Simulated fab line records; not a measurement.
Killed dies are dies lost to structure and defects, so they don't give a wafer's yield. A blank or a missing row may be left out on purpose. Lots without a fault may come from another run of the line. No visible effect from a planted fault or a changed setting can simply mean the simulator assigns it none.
Which tool was responsible? | flow nand_harc | 24 lots, 72 wafers sampled, at 6 steps of a route of 1159

## WHAT THE GAUGES READ, wafer by wafer
NHARC_P_BONDPAD_OVL_MEAS_38. Usual: overlay_x_nm -1 nm, standard deviation 5.8; overlay_y_nm -1 nm, standard deviation 6.4.
lot  | measured     | on         | overlay_x_nm (nm) | overlay_y_nm (nm) | flag
L075 | day 6 09:01  | overlay-01 | 0 0 0             | -11 -11 -10       |
L074 | day 6 15:07  | overlay-01 | -1 0 -1           | 0 0 1             |
L077 | day 7 01:30  | overlay-02 | 7 7 7             | 7 7 7             |
L076 | day 7 02:13  | overlay-02 | 6 6 6             | -5 -5 -4          |
L078 | day 7 07:09  | overlay-02 | -2 -3 -2          | -2 -1 -2          |
L079 | day 7 08:36  | overlay-01 | -8 -8 -8          | -4 -4 -4          |
L080 | day 8 05:01  | overlay-02 | -2 -2 -2          | -1 -1 -1          |
L081 | day 8 05:04  | overlay-01 | -7 -7 -7          | -10 -10 -11       |
L082 | day 8 09:26  | overlay-02 | 5 6 5             | 2 3 3             |
L083 | day 8 17:44  | overlay-02 | 3 3 3             | 3 3 3             |
L084 | day 8 23:12  | overlay-01 | -5 -6 -6          | 11 11 11          |
L086 | day 9 16:30  | overlay-02 | 7 6 8             | 3 4 3             |
L085 | day 9 16:40  | overlay-01 | -11 -11 -11       | -3 -2 -2          |
L088 | day 9 17:14  | overlay-02 | -7 -8 -7          | -3 -3 -4          |
L087 | day 9 18:37  | overlay-02 | -1 0 0            | -9 -9 -9          |
L089 | day 10 01:09 | overlay-01 | -4 -4 -4          | -3 -3 -3          |
L090 | day 10 02:36 | overlay-01 | 0 0 0             | 0 1 0             |
L092 | day 10 22:53 | overlay-02 | -13 -12 -12       | -11 -10 -10       |
L091 | day 11 00:01 | overlay-02 | 6 6 6             | -2 -1 -1          |
L093 | day 11 00:46 | overlay-02 | 5 6 6             | 12 13 12          |
L094 | day 11 08:58 | overlay-02 | 4 4 4             | 5 5 5             |
L095 | day 11 15:56 | overlay-02 | 4 4 4             | 8 8 7             |
L097 | day 11 19:21 | overlay-01 | -4 -4 -4          | -7 -8 -8          |
L096 | day 11 20:32 | overlay-02 | -5 -5 -5          | -5 -4 -5          |

## TOOL THAT RAN EACH LOT (tool first, then ch and the chambers of the sampled wafers, then the start)
lot  | NHARC_P_CONTACT_STRIP_28           | NHARC_P_M0_STRIP_18                | NHARC_P_M0_PRE_CLEAN_29                 | NHARC_P_M1_CMP_23             | NHARC_P_M2_DESCUM_14
L075 | rie_diel-13 ch 0,2,3, day 5 16:14  | rie_diel-07 ch 1,2,3, day 5 20:19  | pvd_sputter-01, day 6 02:31 or earlier  | cmp-04 ch 0,1,2, day 6 02:31  | rie_diel-10 ch 0,1,2, day 6 04:34
L074 | rie_diel-09 ch 0,1,3, day 5 18:03  | rie_diel-07 ch 0,2,3, day 6 02:04  | pvd_sputter-01, day 6 08:02 or earlier  | cmp-04 ch 0,1,3, day 6 08:02  | rie_diel-10 ch 0,2,3, day 6 10:06
L077 | rie_diel-13 ch 0,1,2, day 6 04:20  | rie_diel-02 ch 1,2,3, day 6 13:19  | pvd_sputter-01, day 6 19:10 or earlier  | cmp-04 ch 0,1,3, day 6 19:10  | rie_diel-10 ch 0,1, day 6 21:02
L076 | rie_diel-09 ch 0,1, day 6 04:37    | rie_diel-12 ch 1,3, day 6 13:47    | pvd_sputter-03, day 6 19:41 or earlier  | cmp-04 ch 0,1,3, day 6 19:41  | rie_diel-10 ch 0,2,3, day 6 21:39
L078 | rie_diel-13 ch 1,2, day 6 14:52    | rie_diel-02 ch 2,3, day 6 18:32    | pvd_sputter-02, day 7 00:22 or earlier  | cmp-04 ch 1,2,3, day 7 00:22  | rie_diel-08 ch 2,3, day 7 02:21
L079 | rie_diel-04 ch 1,2, day 6 16:50    | rie_diel-07 ch 0,2,3, day 6 20:27  | pvd_sputter-01, day 7 02:07 or earlier  | cmp-04 ch 0,1,2, day 7 02:07  | rie_diel-10 ch 0,1,2, day 7 04:10
L080 | rie_diel-13 ch 0,1,3, day 7 08:42  | rie_diel-07 ch 0,1,3, day 7 15:36  | pvd_sputter-03, day 7 21:47 or earlier  | cmp-02 ch 0,2,3, day 7 21:47  | rie_diel-10 ch 1,2,3, day 8 00:10
L081 | rie_diel-13 ch 0,2,3, day 7 09:50  | rie_diel-02 ch 0,1,3, day 7 16:08  | pvd_sputter-03, day 7 22:11 or earlier  | cmp-04 ch 0,1,2, day 7 22:11  | rie_diel-08 ch 0,2,3, day 8 00:31
L082 | rie_diel-13 ch 0,1,2, day 7 16:47  | rie_diel-02 ch 0,2, day 7 20:23    | pvd_sputter-03, day 8 02:55 or earlier  | cmp-02 ch 0,1,3, day 8 02:55  | rie_diel-10 ch 0,2,3, day 8 04:52
L083 | rie_diel-04 ch 0,2,3, day 7 22:49  | rie_diel-12 ch 0,2,3, day 8 05:24  | pvd_sputter-03, day 8 11:11 or earlier  | cmp-02 ch 0,2,3, day 8 11:11  | rie_diel-05 ch 1,2,3, day 8 13:18
L084 | rie_diel-04 ch 0,2, day 8 07:13    | rie_diel-02 ch 0,1,3, day 8 10:53  | pvd_sputter-03, day 8 16:40 or earlier  | cmp-03 ch 0,1,3, day 8 16:40  | rie_diel-05 ch 1,3, day 8 18:42
L086 | rie_diel-04 ch 0,1,2, day 8 19:46  | rie_diel-12 ch 1,2,3, day 9 03:47  | pvd_sputter-01, day 9 09:45 or earlier  | cmp-04 ch 2,3, day 9 09:45    | rie_diel-05 ch 1,2, day 9 11:44
L085 | rie_diel-04 ch 0,1,2, day 8 20:41  | rie_diel-02 ch 0,1,2, day 9 04:12  | pvd_sputter-02, day 9 09:59 or earlier  | cmp-02 ch 0,1,3, day 9 09:59  | rie_diel-10 ch 1,2,3, day 9 12:11
L088 | rie_diel-13 ch 1,2, day 8 22:02    | rie_diel-02 ch 0,1,3, day 9 04:48  | pvd_sputter-03, day 9 10:40 or earlier  | cmp-02 ch 0,1,3, day 9 10:40  | rie_diel-08 ch 1,2, day 9 12:39
L087 | rie_diel-13 ch 0,1,3, day 9 02:10  | rie_diel-12 ch 0,1,3, day 9 05:55  | pvd_sputter-01, day 9 11:53 or earlier  | cmp-03 ch 0,2,3, day 9 11:53  | rie_diel-10 ch 0,2,3, day 9 14:17
L089 | rie_diel-13 ch 0,1,2, day 9 09:08  | rie_diel-02 ch 0,1,2, day 9 12:47  | pvd_sputter-03, day 9 18:32 or earlier  | cmp-03 ch 1,2,3, day 9 18:32  | rie_diel-08 ch 0,1,3, day 9 20:35
L090 | rie_diel-13 ch 0,1,2, day 9 10:37  | rie_diel-02 ch 1,2, day 9 14:14    | pvd_sputter-02, day 9 20:01 or earlier  | cmp-02 ch 0,1, day 9 20:01    | rie_diel-10 ch 1,3, day 9 22:05
L092 | rie_diel-13 ch 0,1,2, day 9 22:56  | rie_diel-02 ch 0,1,3, day 10 10:11 | pvd_sputter-01, day 10 16:00 or earlier | cmp-02 ch 0,2,3, day 10 16:00 | rie_diel-10 ch 0,1,3, day 10 17:55
L091 | rie_diel-13 ch 1,2,3, day 9 23:27  | rie_diel-02 ch 1,3, day 10 10:34   | pvd_sputter-03, day 10 16:22 or earlier | cmp-02 ch 1,2,3, day 10 16:22 | rie_diel-08 ch 1,2,3, day 10 18:23
L093 | rie_diel-13 ch 0,1, day 10 03:42   | rie_diel-12 ch 1,2, day 10 12:15   | pvd_sputter-03, day 10 18:04 or earlier | cmp-03 ch 0,2,3, day 10 18:04 | rie_diel-10 ch 0,3, day 10 20:01
L094 | rie_diel-09 ch 1,2,3, day 10 14:11 | rie_diel-12 ch 0,1, day 10 20:12   | pvd_sputter-03, day 11 02:01 or earlier | cmp-04 ch 0,3, day 11 02:01   | rie_diel-10 ch 0,2,3, day 11 04:20
L095 | rie_diel-09 ch 0,2,3, day 10 18:53 | rie_diel-12 ch 0,1,2, day 11 03:06 | pvd_sputter-01, day 11 08:59 or earlier | cmp-02 ch 1,2,3, day 11 08:59 | rie_diel-10 ch 1,3, day 11 11:08
L097 | rie_diel-09 ch 0,1,3, day 11 03:04 | rie_diel-12 ch 1,2,3, day 11 06:40 | pvd_sputter-02, day 11 13:06 or earlier | cmp-03 ch 1,2,3, day 11 13:06 | rie_diel-10 ch 0,1,3, day 11 15:01
L096 | rie_diel-13 ch 1,2,3, day 11 03:24 | rie_diel-07 ch 1,2,3, day 11 07:04 | pvd_sputter-03, day 11 13:53 or earlier | cmp-04 ch 0,2,3, day 11 13:53 | rie_diel-10 ch 0,2,3, day 11 15:56
- NHARC_P_CONTACT_STRIP_28: strips in O2.
- NHARC_P_M0_STRIP_18: strips in N2/H2.
- NHARC_P_M0_PRE_CLEAN_29: time 30 s.
- NHARC_P_M1_CMP_23: polishes, t overpolish 20 s, target thk 157.82 nm.
- NHARC_P_M2_DESCUM_14: chemistry O2, time 3 s.

## AS READ BY THE TOOLS THEMSELVES (means over the sampled wafers that have a number; for cases with no such wafer, the mark the record gives instead)
NHARC_P_CONTACT_STRIP_28. Usual: drypump_motor_current_A 5.5 A, standard deviation 0.38; oes_product_au 0.999 a.u., standard deviation 0.0073; rf_vpp_V 57.8 V, standard deviation 0.9; showerhead_plenum_p_Torr 3.53 Torr, standard deviation 0.11; throttle_valve_pct 17.036 %, standard deviation 0.0084.
lot  | tool        | drypump_motor_current_A (A) | oes_product_au (a.u.) | rf_vpp_V (V) | showerhead_plenum_p_Torr (Torr) | throttle_valve_pct (%) | flag
L075 | rie_diel-13 | 5.6                         | 1.006                 | 57.7         | 3.54                            | 17.039                 |
L074 | rie_diel-09 | 5.2                         | 1.005                 | 57.7         | 3.46                            | 17.034                 |
L077 | rie_diel-13 | 5.5                         | 0.998                 | 58.1         | 3.53                            | 17.037                 |
L076 | rie_diel-09 | 4.9                         | 1.006                 | 57.8         | 3.53                            | 17.044                 |
L078 | rie_diel-13 | 5.5                         | 1.008                 | 57.7         | 3.45                            | 17.043                 |
L079 | rie_diel-04 | 5.7                         | 0.990                 | 58.2         | 3.62                            | 17.038                 |
L080 | rie_diel-13 | 5.8                         | 1.006                 | 58.0         | 3.61                            | 17.033                 |
L081 | rie_diel-13 | 5.6                         | 0.996                 | 57.4         | 3.54                            | 17.037                 |
L082 | rie_diel-13 | 5.5                         | 0.995                 | 58.4         | 3.53                            | 17.036                 |
L083 | rie_diel-04 | 5.8                         | 1.008                 | 57.4         | 3.50                            | 17.044                 |
L084 | rie_diel-04 | 5.6                         | 0.999                 | 58.1         | 3.58                            | 17.026                 |
L086 | rie_diel-04 | 5.5                         | 1.003                 | 57.8         | 3.58                            | 17.027                 |
L085 | rie_diel-04 | 5.4                         | 1.001                 | 58.8         | 3.58                            | 17.042                 |
L088 | rie_diel-13 | 5.5                         | 0.996                 | 57.0         | 3.45                            | 17.040                 |
L087 | rie_diel-13 | 5.8                         | 0.997                 | 57.3         | 3.60                            | 17.038                 |
L089 | rie_diel-13 | 5.5                         | 1.002                 | 57.4         | 3.53                            | 17.036                 |
L090 | rie_diel-13 | 5.6                         | 0.997                 | 58.1         | 3.52                            | 17.039                 |
L092 | rie_diel-13 | 5.5                         | 0.991                 | 57.6         | 3.52                            | 17.034                 |
L091 | rie_diel-13 | 5.7                         | 1.001                 | 58.1         | 3.53                            | 17.032                 |
L093 | rie_diel-13 | 5.6                         | 0.990                 | 58.0         | 3.60                            | 17.032                 |
L094 | rie_diel-09 | 5.1                         | 0.998                 | 57.6         | 3.43                            | 17.037                 |
L095 | rie_diel-09 | 5.2                         | 0.999                 | 57.2         | 3.44                            | 17.039                 |
L097 | rie_diel-09 | 5.2                         | 0.991                 | 57.2         | 3.43                            | 17.032                 |
L096 | rie_diel-13 | 5.7                         | 0.998                 | 58.2         | 3.52                            | 17.044                 |

NHARC_P_M0_STRIP_18. Usual: drypump_motor_current_A 5.7 A, standard deviation 0.49; oes_product_au 0.999 a.u., standard deviation 0.0081; rf_vpp_V 90.8 V, standard deviation 0.98; showerhead_plenum_p_Torr 2.04 Torr, standard deviation 0.089; throttle_valve_pct 14.172 %, standard deviation 0.0089.
lot  | tool        | drypump_motor_current_A (A) | oes_product_au (a.u.) | rf_vpp_V (V) | showerhead_plenum_p_Torr (Torr) | throttle_valve_pct (%) | flag
L075 | rie_diel-07 | 5.6                         | 0.989                 | 91.9         | 2.08                            | 14.174                 |
L074 | rie_diel-07 | 5.8                         | 0.996                 | 90.8         | 2.13                            | 14.169                 |
L077 | rie_diel-02 | 6.0                         | 0.995                 | 90.9         | 2.11                            | 14.174                 |
L076 | rie_diel-12 | 5.7                         | 1.007                 | 90.5         | 2.06                            | 14.179                 |
L078 | rie_diel-02 | 5.9                         | 0.996                 | 90.8         | 2.12                            | 14.179                 |
L079 | rie_diel-07 | 5.8                         | 0.988                 | 91.8         | 2.13                            | 14.169                 |
L080 | rie_diel-07 | 5.3                         | 0.992                 | 90.5         | 2.04                            | 14.166                 |
L081 | rie_diel-02 | 5.9                         | 0.997                 | 91.4         | 2.07                            | 14.167                 |
L082 | rie_diel-02 | 5.6                         | 1.006                 | 90.7         | 2.01                            | 14.177                 |
L083 | rie_diel-12 | 5.9                         | 1.001                 | 90.4         | 1.98                            | 14.175                 |
L084 | rie_diel-02 | 5.9                         | 1.002                 | 90.3         | 2.07                            | 14.171                 |
L086 | rie_diel-12 | 5.5                         | 0.997                 | 90.9         | 2.01                            | 14.170                 |
L085 | rie_diel-02 | 5.9                         | 1.000                 | 92.1         | 2.04                            | 14.169                 |
L088 | rie_diel-02 | 5.9                         | 0.998                 | 90.6         | 2.07                            | 14.170                 |
L087 | rie_diel-12 | 5.9                         | 0.992                 | 90.8         | 2.03                            | 14.173                 |
L089 | rie_diel-02 | 5.9                         | 1.005                 | 90.5         | 2.04                            | 14.164                 |
L090 | rie_diel-02 | 6.0                         | 1.005                 | 91.7         | 2.07                            | 14.164                 |
L092 | rie_diel-02 | 5.9                         | 1.005                 | 91.0         | 2.07                            | 14.173                 |
L091 | rie_diel-02 | 6.2                         | 1.001                 | 90.9         | 2.10                            | 14.178                 |
L093 | rie_diel-12 | 5.3                         | 1.007                 | 90.2         | 1.96                            | 14.162                 |
L094 | rie_diel-12 | 5.6                         | 0.999                 | 90.4         | 2.04                            | 14.184                 |
L095 | rie_diel-12 | 5.7                         | 1.004                 | 90.6         | 1.98                            | 14.176                 |
L097 | rie_diel-12 | 5.5                         | 0.996                 | 90.4         | 2.01                            | 14.175                 |
L096 | rie_diel-07 | 5.6                         | 1.000                 | 90.8         | 2.08                            | 14.173                 |

NHARC_P_M0_PRE_CLEAN_29. Usual: heater_power_w 401 W, standard deviation 23.
lot  | tool           | heater_power_w (W) | flag
L075 | pvd_sputter-01 | 390                |
L074 | pvd_sputter-01 | 391                |
L077 | pvd_sputter-01 | 404                |
L076 | pvd_sputter-03 | 410                |
L078 | pvd_sputter-02 | 381                |
L079 | pvd_sputter-01 | 373                |
L080 | pvd_sputter-03 | 406                |
L081 | pvd_sputter-03 | 417                |
L082 | pvd_sputter-03 | 409                |
L083 | pvd_sputter-03 | 420                |
L084 | pvd_sputter-03 | 414                |
L086 | pvd_sputter-01 | 379                |
L085 | pvd_sputter-02 | 377                |
L088 | pvd_sputter-03 | 411                |
L087 | pvd_sputter-01 | 406                |
L089 | pvd_sputter-03 | 422                |
L090 | pvd_sputter-02 | 379                |
L092 | pvd_sputter-01 | 422                |
L091 | pvd_sputter-03 | 415                |
L093 | pvd_sputter-03 | 409                |
L094 | pvd_sputter-03 | 423                |
L095 | pvd_sputter-01 | 380                |
L097 | pvd_sputter-02 | 394                |
L096 | pvd_sputter-03 | 420                |

NHARC_P_M1_CMP_23. Usual: motor_current_A 12.6 A, standard deviation 1.2; slurry_filter_dp_kPa 13.50 kPa, standard deviation 0.12; time_to_endpoint_s 29.1 s, standard deviation 2.3.
lot  | tool   | motor_current_A (A) | slurry_filter_dp_kPa (kPa) | time_to_endpoint_s (s) | flag
L075 | cmp-04 | 12.6                | 13.50                      | 32.6                   |
L074 | cmp-04 | 12.6                | 13.63                      | 31.7                   |
L077 | cmp-04 | 12.5                | 13.51                      | 29.5                   |
L076 | cmp-04 | 12.7                | 13.58                      | 28.7                   |
L078 | cmp-04 | 13.6                | 13.48                      | 27.5                   |
L079 | cmp-04 | 12.4                | 13.47                      | 26.6                   |
L080 | cmp-02 | 13.1                | 13.60                      | 29.5                   |
L081 | cmp-04 | 12.7                | 13.53                      | 27.4                   |
L082 | cmp-02 | 11.9                | 13.40                      | 27.6                   |
L083 | cmp-02 | 12.9                | 13.51                      | 30.6                   |
L084 | cmp-03 | 12.9                | 13.45                      | 29.3                   |
L086 | cmp-04 | 13.5                | 13.58                      | 29.7                   |
L085 | cmp-02 | 11.8                | 13.52                      | 26.7                   |
L088 | cmp-02 | 12.4                | 13.50                      | 26.5                   |
L087 | cmp-03 | 12.3                | 13.46                      | 28.9                   |
L089 | cmp-03 | 12.8                | 13.39                      | 29.4                   |
L090 | cmp-02 | 11.7                | 13.51                      | 29.2                   |
L092 | cmp-02 | 13.2                | 13.38                      | 29.7                   |
L091 | cmp-02 | 12.4                | 13.56                      | 28.2                   |
L093 | cmp-03 | 12.2                | 13.38                      | 29.9                   |
L094 | cmp-04 | 12.2                | 13.42                      | 30.4                   |
L095 | cmp-02 | 12.3                | 13.61                      | 32.6                   |
L097 | cmp-03 | 12.7                | 13.43                      | 29.7                   |
L096 | cmp-04 | 12.8                | 13.44                      | 28.6                   |

NHARC_P_M2_DESCUM_14. Usual: drypump_motor_current_A 5.9 A, standard deviation 0.38; oes_product_au 0.999 a.u., standard deviation 0.0068; rf_vpp_V 57.8 V, standard deviation 0.83; showerhead_plenum_p_Torr 1.94 Torr, standard deviation 0.063; throttle_valve_pct 11.311 %, standard deviation 0.0092.
lot  | tool        | drypump_motor_current_A (A) | oes_product_au (a.u.) | rf_vpp_V (V) | showerhead_plenum_p_Torr (Torr) | throttle_valve_pct (%) | flag
L075 | rie_diel-10 | 6.1                         | 1.002                 | 57.6         | 1.92                            | 11.326                 |
L074 | rie_diel-10 | 6.0                         | 0.997                 | 58.2         | 1.91                            | 11.308                 |
L077 | rie_diel-10 | 6.0                         | 1.008                 | 58.4         | 1.95                            | 11.312                 |
L076 | rie_diel-10 | 6.0                         | 0.995                 | 57.0         | 1.91                            | 11.305                 |
L078 | rie_diel-08 | 5.4                         | 0.999                 | 58.2         | 1.93                            | 11.313                 |
L079 | rie_diel-10 | 6.1                         | 0.993                 | 57.5         | 1.92                            | 11.313                 |
L080 | rie_diel-10 | 6.2                         | 0.988                 | 58.7         | 1.92                            | 11.307                 |
L081 | rie_diel-08 | 5.7                         | 0.994                 | 58.2         | 1.98                            | 11.299                 |
L082 | rie_diel-10 | 6.0                         | 1.004                 | 57.1         | 1.91                            | 11.317                 |
L083 | rie_diel-05 | 5.8                         | 0.996                 | 58.2         | 2.01                            | 11.314                 |
L084 | rie_diel-05 | 5.5                         | 1.001                 | 58.2         | 2.03                            | 11.302                 |
L086 | rie_diel-05 | 5.9                         | 0.997                 | 57.6         | 2.00                            | 11.312                 |
L085 | rie_diel-10 | 6.2                         | 0.999                 | 57.5         | 1.92                            | 11.313                 |
L088 | rie_diel-08 | 5.4                         | 0.998                 | 58.2         | 1.98                            | 11.311                 |
L087 | rie_diel-10 | 6.0                         | 1.000                 | 57.3         | 1.91                            | 11.311                 |
L089 | rie_diel-08 | 5.8                         | 1.009                 | 58.1         | 1.88                            | 11.316                 |
L090 | rie_diel-10 | 6.1                         | 0.995                 | 58.1         | 1.94                            | 11.312                 |
L092 | rie_diel-10 | 5.9                         | 0.996                 | 57.5         | 1.93                            | 11.309                 |
L091 | rie_diel-08 | 5.5                         | 0.999                 | 57.4         | 1.90                            | 11.318                 |
L093 | rie_diel-10 | 5.8                         | 1.006                 | 56.8         | 1.92                            | 11.318                 |
L094 | rie_diel-10 | 6.0                         | 0.997                 | 58.0         | 1.91                            | 11.307                 |
L095 | rie_diel-10 | 6.1                         | 0.995                 | 57.6         | 1.94                            | 11.307                 |
L097 | rie_diel-10 | 5.9                         | 0.993                 | 58.1         | 1.93                            | 11.311                 |
L096 | rie_diel-10 | 6.0                         | 1.000                 | 58.2         | 1.91                            | 11.317                 |

## THE ANSWER, worked out from the rows above alone
Rule: take the mean of a lot's wafers that have a number; if it is more than 3 standard deviations from the usual mean, the lot is off. Also off: a lot with no number at a reading for which 4 or more lots have one. Any other lot the step has rows for is counted as sound. Order of review: gauges by route order, followed by the tools' own readings, for which a lot's mean as printed above is used. At the first step where some lot is off, the reading lying furthest off is the one used; lots without a number count as furthest.
Nothing can be told from this: no lot is off at any reading shown.

## WHAT HAD BEEN PUT IN BY THE SIMULATOR
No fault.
